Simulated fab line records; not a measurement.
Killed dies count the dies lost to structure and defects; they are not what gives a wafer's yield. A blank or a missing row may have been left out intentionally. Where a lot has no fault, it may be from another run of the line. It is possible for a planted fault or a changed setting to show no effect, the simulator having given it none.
Struck lot and sound lot, side by side || flow nandHarc || 36 out of 1302 route steps
Sound: the wafers L467.1, L467.2, L467.4. Struck: wafer L475.3 (L475.1, L475.5, from the same lot, were not struck and are left out); the cause is given at the end.
At each step with rows: each side's tool, then ch and its chambers, then its first start. Under that, the readings that differ: sound wafers || struck wafers || difference of the means || sigmas: that difference in standard deviations of wafers without a fault.
alike: words and numbers the same on both sides, and readings whose means are apart by under 2 such deviations; not compared: readings that were withheld, readings missing a value for some wafer, numbers with overlapping values and no deviation given by the record, and bounds like >300 which may hide the same value.
A row with sigmas, a row that says differs or no value, or rows on one side alone: a step with any of these is where the two part. Numbers that have no deviation but don't overlap get no sigmas and don't part them. A reading missing from all wafers of one side parts the sides only when that side holds two or more wafers.

first, 2 steps without rows for these wafers: NHARC_A_SLIT_PRECLEAN_19 (cleans in SC1); NHARC_A_SLIT_SRD_20.
NHARC_A_SLIT_CD_MEAS_21:
  struck on cdSem-02, day 24 12:20; sound on cdSem-01, day 20 16:32
  alike: cdNm
then, 3 steps without rows for these wafers: NHARC_A_SIN_REMOVE_WET_00 (chemistry H3PO4, time 15300 s); NHARC_A_SIN_REMOVE_PRECLEAN_01 (cleans in SC1); NHARC_A_SIN_REMOVE_SRD_02.
NHARC_A_SIN_REMOVE_INSPECT_04:
  struck on defectInspect-02, day 24 18:59; sound on defectInspect-01, day 20 23:08
  alike: rawDefectCount
then, 3 steps without rows for these wafers: NHARC_A_WL_FILL_ALD_00 (deposits Al2O3, target thk 3 nm, pulse time 3 s, ald cycles 30); NHARC_A_WL_FILL_RTA_01 (time 5 s); NHARC_A_WL_FILL_ALD_02 (deposits TiN, target thk 2 nm, pulse time 3 s, ald cycles 100).
NHARC_A_WL_FILL_CVD_03: deposits W, target thk 40 nm, time 279 s.
  sound on cvdW-02 ch 0,1, day 21 00:16; struck on cvdW-01 ch 1, day 24 20:01
{"reading": "throttleValvePct (%)", "sound": "8.3 8.3 8.4", "struck": 7.5, "difference": -0.8, "sigmas": -2}
  alike: heaterPowerW
then, 1 step without rows for these wafers: NHARC_A_WL_FILL_ETCHBACK_04 (etches the open film in NF3, target depth 60 nm, time 120 s).
NHARC_A_WL_FILL_ETCHBACK_05: etches the open film in Cl2/BCl3, target depth 22 nm, time 60 s.
  sound on rieMetal-01 ch 0,1, day 21 00:53; struck on rieMetal-03 ch 1, day 24 20:34
{"reading": "drypumpMotorCurrentA (A)", "sound": "5.5 5.3 5.3", "struck": 6.4, "difference": "+1.0", "sigmas": "+2"}
  alike: oesProductAu
  not compared: rfHoursCounterH
then, 7 steps without rows for these wafers: NHARC_A_WL_FILL_STRIP_27 (strips in N2/H2, time 20 s); NHARC_A_WL_FILL_STRIP_28 (strips in post etch residue remover, time 1200 s); NHARC_A_WL_FILL_PRECLEAN_06 (cleans in DIW, time 300 s); NHARC_A_WL_FILL_SRD_07; NHARC_A_WL_FILL_ANNEAL_08 (time 1800 s); NHARC_A_WL_FILL_ALD_10 (deposits SiO2, target thk 50 nm, pulse time 10 s, ald cycles 500); NHARC_A_WL_FILL_ETCHBACK_16 (etches the open film in C4F8/O2/Ar, target depth 120 nm, time 24 s).
NHARC_A_WL_FILL_STRIP_29: strips in O2, time 20 s.
  sound on rieDiel-02 ch 1,2,3, day 21 11:11; struck on rieDiel-11 ch 3, day 25 08:25
{"reading": "rfHoursCounterH (h)", "sound": "4.8 5.1 4.0", "struck": 3.7, "difference": -0.9, "sigmas": ""}
  alike: drypumpMotorCurrentA, oesProductAu, rfVppV, showerheadPlenumPTorr, throttleValvePct
NHARC_A_WL_FILL_ETCHBACK_17: etches the open film in Cl2/BCl3, target depth 4 nm, time 26.7 s.
  sound on rieMetal-01 ch 0,1, day 21 11:16; struck on rieMetal-01 ch 0, day 25 08:31
  alike: drypumpMotorCurrentA, oesProductAu
  not compared: rfHoursCounterH
then, 7 steps without rows for these wafers: NHARC_A_WL_FILL_PRECLEAN_18 (cleans in dHF, time 30 s); NHARC_A_WL_FILL_SRD_21; NHARC_A_WL_FILL_CVD_23 (deposits poly-Si, target thk 40 nm, time 800 s); NHARC_A_WL_FILL_ETCHBACK_26 (etches the open film in HBr, target depth 52 nm, time 13.3 s); NHARC_A_WL_FILL_PRECLEAN_30 (cleans in dHF, time 10 s); NHARC_A_WL_FILL_SRD_14; NHARC_A_WL_FILL_ALD_19 (deposits TiN, target thk 2 nm, pulse time 3 s, ald cycles 100).
NHARC_A_WL_FILL_CVD_20: deposits W, target thk 100 nm, time 74 s.
  sound on cvdW-01 ch 0,1; struck on cvdW-02 ch 0
  alike: heaterPowerW, throttleValvePct
then, 2 steps without rows for these wafers: NHARC_A_WL_FILL_CMP_12 (polishes, t overpolish 30 s, target thk 100 nm); NHARC_A_WL_FILL_SRD_31.
NHARC_A_WL_FILL_INSPECT_15:
  struck on defectInspect-02, day 25 14:49; sound on defectInspect-02, day 21 17:37
  alike: rawDefectCount
then, 1 step without rows for these wafers: NHARC_A_CONTACT_DEP_24 (deposits SiO2, target thk 500 nm).
NHARC_A_CONTACT_DEP_28: deposits aC, target thk 7000 nm.
  the record has rows for the sound wafers here (aclDep-03 ch 0, day 21 18:18) and none for the struck ones
-- the record jumps here: 3 days lie between the struck wafers' starts before and after (it left off in module A_CONTACT and takes up again in module END, whose first step shown is number 1302 of the route) --
NHARC_END_SORT_01:
  here the record holds rows for the struck wafers (prober-01 ch 0, day 28 18:29) but none for the sound ones

## WHERE THEY PART
At NHARC_A_WL_FILL_CVD_03 first; at NHARC_END_SORT_01 last (within this record only).

WHY: what had been put in by the simulator
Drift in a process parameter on cvdW-01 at NHARC_A_WL_FILL_CVD_03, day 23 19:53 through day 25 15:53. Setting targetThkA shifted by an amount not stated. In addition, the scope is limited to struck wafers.
